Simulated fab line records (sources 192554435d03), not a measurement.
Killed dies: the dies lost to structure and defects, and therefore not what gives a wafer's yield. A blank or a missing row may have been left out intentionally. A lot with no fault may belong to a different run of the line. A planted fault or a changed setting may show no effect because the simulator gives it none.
Lot-split experiment | flow n5-finfet | 7 lots, 21 wafers read, on a route of 1938 steps

== THE SPLIT ITSELF ==
At N5_SDB_COAT_03 (time 60 s, resist thk 100 nm), the setting spin-rpm was moved away from the recipe's 1500 rpm on 9 of the 21 wafers read, by -10.5% to +9.5%. This setting was run at the recipe's value on the other wafers.

== FROM THE SPLIT TO THE READING: what the file shows between them, 4 steps ==
- N5_SDB_COAT_04: time 60 s, resist thk 18 nm
- N5_SDB_COAT_05: resist thk 90 nm
- N5_SDB_DESCUM_16: chemistry O2, time 7.9 s
- N5_SDB_ETCH_17: etches SiARC in CF4, target depth 23.4 nm, time 39 s

== THE READING ==
etch.depth-nm (the simulator's own value, which no gauge read), in nm, at N5_SDB_ETCH_18 (etches SOC in N2/H2, target depth 100 nm, overetch 20 nm, time 150 s). The file gives no usual value for it. The 12 wafers here that ran the recipe average 100.03 nm, standard deviation 0.28 nm.

wafer  | tool, chamber at the split | spin-rpm as run, rpm | against the recipe | etch.depth-nm, nm | against lot-mates on the recipe
L075.2 | litho-track-02, 0          | 1500                 | recipe             | 100.2             | -
L075.4 | litho-track-02, 0          | 1500                 | recipe             | 100               | -
L075.6 | litho-track-02, 0          | 1500                 | recipe             | 99.87             | -
L077.2 | litho-track-03, 0          | 1642                 | +9.5%              | 95.58             | -4.52
L077.3 | litho-track-03, 0          | 1500                 | recipe             | 100.1             | -
L077.6 | litho-track-03, 0          | 1642                 | +9.5%              | 95.68             | -4.42
L085.3 | litho-track-03, 0          | 1578                 | +5.2%              | 97.55             | -2.75
L085.4 | litho-track-03, 0          | 1500                 | recipe             | 100.3             | -
L085.6 | litho-track-03, 0          | 1578                 | +5.2%              | 97.65             | -2.65
L087.2 | litho-track-02, 0          | 1342                 | -10.5%             | 105.9             | +5.80
L087.3 | litho-track-02, 0          | 1342                 | -10.5%             | 105.8             | +5.70
L087.6 | litho-track-02, 0          | 1500                 | recipe             | 100.1             | -
L090.2 | litho-track-05, 0          | 1422                 | -5.2%              | 103.3             | +2.90
L090.5 | litho-track-05, 0          | 1500                 | recipe             | 100.6             | -
L090.6 | litho-track-05, 0          | 1500                 | recipe             | 100.2             | -
L094.2 | litho-track-02, 0          | 1559                 | +3.9%              | 97.88             | -1.58
L094.3 | litho-track-02, 0          | 1559                 | +3.9%              | 97.89             | -1.57
L094.6 | litho-track-02, 0          | 1500                 | recipe             | 99.46             | -
L096.1 | litho-track-03, 0          | 1500                 | recipe             | 100               | -
L096.2 | litho-track-03, 0          | 1500                 | recipe             | 99.72             | -
L096.4 | litho-track-03, 0          | 1500                 | recipe             | 99.81             | -

THE FIT
A straight line over all 21 wafers: etch.depth-nm changes by -0.519 nm for each +1% of spin-rpm; r = -0.99; the points scatter about the line by 0.32 nm.
The same after taking each lot's own level away (the mean of its wafers on the recipe; 21 wafers): -0.512 nm for each +1%; r = -1.00; scatter 0.21 nm.
That fit puts the effect of the largest move of spin-rpm on the reading at 5.4 nm.
The span of the lots' own levels, 99.460 to 100.400 nm, comes to 3.3 times the standard deviation stated above.
Consequently the slope shifts little with the lot-to-lot level, the two slopes agreeing.
Check: with one of the wafers moved furthest among these (-10.5%) left out of the fit, the line predicts +5.39 nm for it against its lot-mates. Against them it came out at +5.8 nm.

== OTHER SPLITS ON THESE WAFERS ==
Before the reading, these wafers also passed through other splits. Each is held against what the fit with the lots' levels taken away leaves over:
other split on the same wafers | wafers away from the commonest value | r with etch.depth-nm (lot level and that fit taken away)
N5_FIN_SAQP_FIN_ETCH_36 icp-w  | 10                                   | +0.29
N5_DUMMY_GATE_HM_DEP_06 time-s | 18                                   | +0.15
N5_DUMMY_GATE_COAT_35 spin-rpm | 6                                    | +0.34
N5_SD_EPI_P_PEB_07 peb-time-s  | 9                                    | +0.01

== THE WHOLE CHAIN: every reading that the file lists as answering this split, in the file's order ==
step            | what it does                                                         | reading                                                                    | change (the file's fit)               | r (the file's)
N5_SDB_COAT_03  | time 60 s, resist thk 100 nm                                         | SOC_of_SDB_COAT_03.thk-nm (the simulator's own value, which no gauge read) | -0.522 nm for each +1% of the setting | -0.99
N5_SDB_ETCH_18  | etches SOC in N2/H2, target depth 100 nm, overetch 20 nm, time 150 s | etch.depth-nm (the simulator's own value, which no gauge read)             | -0.515 nm for each +1% of the setting | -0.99
N5_SDB_STRIP_22 | strips in N2/H2                                                      | strip-time-to-endpoint-s                                                   | withheld for each +1% of the setting  | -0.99

== FILE'S OWN FIT ==
etch.depth-nm changes by -0.515 nm for each +1% of spin-rpm, r = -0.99.
